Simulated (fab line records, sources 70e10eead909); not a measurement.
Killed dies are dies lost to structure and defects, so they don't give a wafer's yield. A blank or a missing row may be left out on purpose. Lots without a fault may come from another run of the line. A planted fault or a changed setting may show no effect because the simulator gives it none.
One fault seen from 2 desks | flow nand_harc | each desk has only its own numbers; what lay behind them comes last

THE TOOL OWNER'S DESK: rie_diel-05
The tool's own readings at NHARC_P_M1_ETCH_15 (etches the open film in C4F8/Ar, target depth 182.5 nm, time 91.2 s): means of the sampled wafers that have a number, for each lot that ran on this tool. A lot is out of limits, marked OUT, if its mean lies more than 4 standard deviations from the usual mean; the brackets give that distance.
Columns: A = bias_w at NHARC_P_M1_ETCH_15, usual 300.1 W; B = chamber_pressure_mTorr at NHARC_P_M1_ETCH_15, usual 25.001 mTorr; C = oes_product_au at NHARC_P_M1_ETCH_15, usual 0.952 a.u.; D = rf_vpp_V at NHARC_P_M1_ETCH_15, usual 441.2 V
lot  | first seen here | A     | B      | C     | D
L669 | day 9 04:10     | 300.2 | 25.007 | 0.966 | 440.8
L674 | day 10 10:04    | 300.2 | 25.003 | 0.969 | 440.8
L678 | day 11 20:32    | 300.3 | 25.003 | 0.961 | 440.9
This desk's finding: nothing out of limits on any of the 3 lots.

THE DEFECT DESK
What the inspections along the route counted, lot by lot: means of the sampled wafers that have a number. A lot is out of limits, marked OUT, if its mean lies more than 4 standard deviations from the usual mean; the brackets give that distance.
Columns: A = raw_defect_count at NHARC_P_M1_INSPECT_11, usual 3.7
lot  | first seen here | A
L656 | day 6 09:46     | 3.0
L660 | day 7 00:37     | 3.7
L662 | day 7 13:04     | 4.0
L665 | day 8 02:59     | 5.7
L664 | day 8 04:02     | 2.0
L666 | day 9 00:42     | 3.3
L667 | day 9 03:29     | 3.7
L669 | day 9 03:56     | 2.7
L672 | day 9 20:34     | 6.0
L670 | day 9 21:02     | 3.0
L674 | day 10 09:47    | 5.7
L678 | day 11 20:18    | 3.0
L679 | day 11 20:38    | 8.3
This desk's finding: nothing out of limits on any of the 13 lots.

PUT TOGETHER
The tool owner's desk saw nothing out of limits.
The defect desk saw nothing out of limits.

WHAT THE SIMULATOR HAD PUT IN
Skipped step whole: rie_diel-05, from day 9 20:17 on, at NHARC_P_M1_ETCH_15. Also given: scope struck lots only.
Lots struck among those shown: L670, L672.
